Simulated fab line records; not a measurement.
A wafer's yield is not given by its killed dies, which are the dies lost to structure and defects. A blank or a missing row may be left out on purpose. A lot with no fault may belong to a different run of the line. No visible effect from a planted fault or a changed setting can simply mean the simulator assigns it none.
What tool caused it? + flow n5-finfet + route of 1938 steps, sampled at 1 step: 12 lots, 36 wafers

WHAT THE GAUGES SHOWED, per wafer
N5_BEOL_M11_OVL_MEAS_12.
| lot  | measured     | on         | M11_OVL (nm)   |
|------|--------------|------------|----------------|
| L074 | day 10 21:13 | overlay-01 | 0.0 -0.7 -0.1  |
| L077 | day 11 13:53 | overlay-01 | -1.1 -1.0 -1.2 |
| L080 | day 12 06:13 | overlay-02 | -0.9 -0.8 0.2  |
| L079 | day 12 14:51 | overlay-02 | -0.8 0.1 0.2   |
| L082 | day 13 02:38 | overlay-01 | 0.3 0.5 0.1    |
| L085 | day 13 19:23 | overlay-01 | -1.4 -1.9 0.0  |
| L089 | day 14 06:08 | overlay-01 | 0.0 0.4 -0.3   |
| L087 | day 14 08:53 | overlay-02 | 2.2 -1.0 0.3   |
| L091 | day 14 14:26 | overlay-01 | -0.5 -0.1 -0.8 |
| L092 | day 15 07:38 | overlay-01 | 0.2 -1.0 0.4   |
| L095 | day 16 06:24 | overlay-01 | -1.1 -0.9 -0.7 |
| L097 | day 16 19:42 | overlay-02 | -1.6 -0.9 -0.8 |

WHICH TOOL RAN EACH LOT (tool, then ch and the chambers of the sampled wafers, then the start)
No process step before these readings appears in the record.

THE ANSWER, worked out from the rows above alone
Rule: what is usual is taken from the lots themselves. Put in order of their means at a reading, lots are off if they are a third of the lots or fewer, leave a main group of 4 or more, and stand apart from it by a gap of 3 or more times the standard deviation of the main group's means; of several such gaps the widest counts. If all means in a main group match to the digits the tables above print for the reading, that group is not used. A lot without any number at a reading at which 4 lots or more have one is off too. All remaining lots with rows at the step are treated as sound.
Nothing can be told from this: no lot is off at any reading shown.

WHAT THE SIMULATOR HAD INSERTED
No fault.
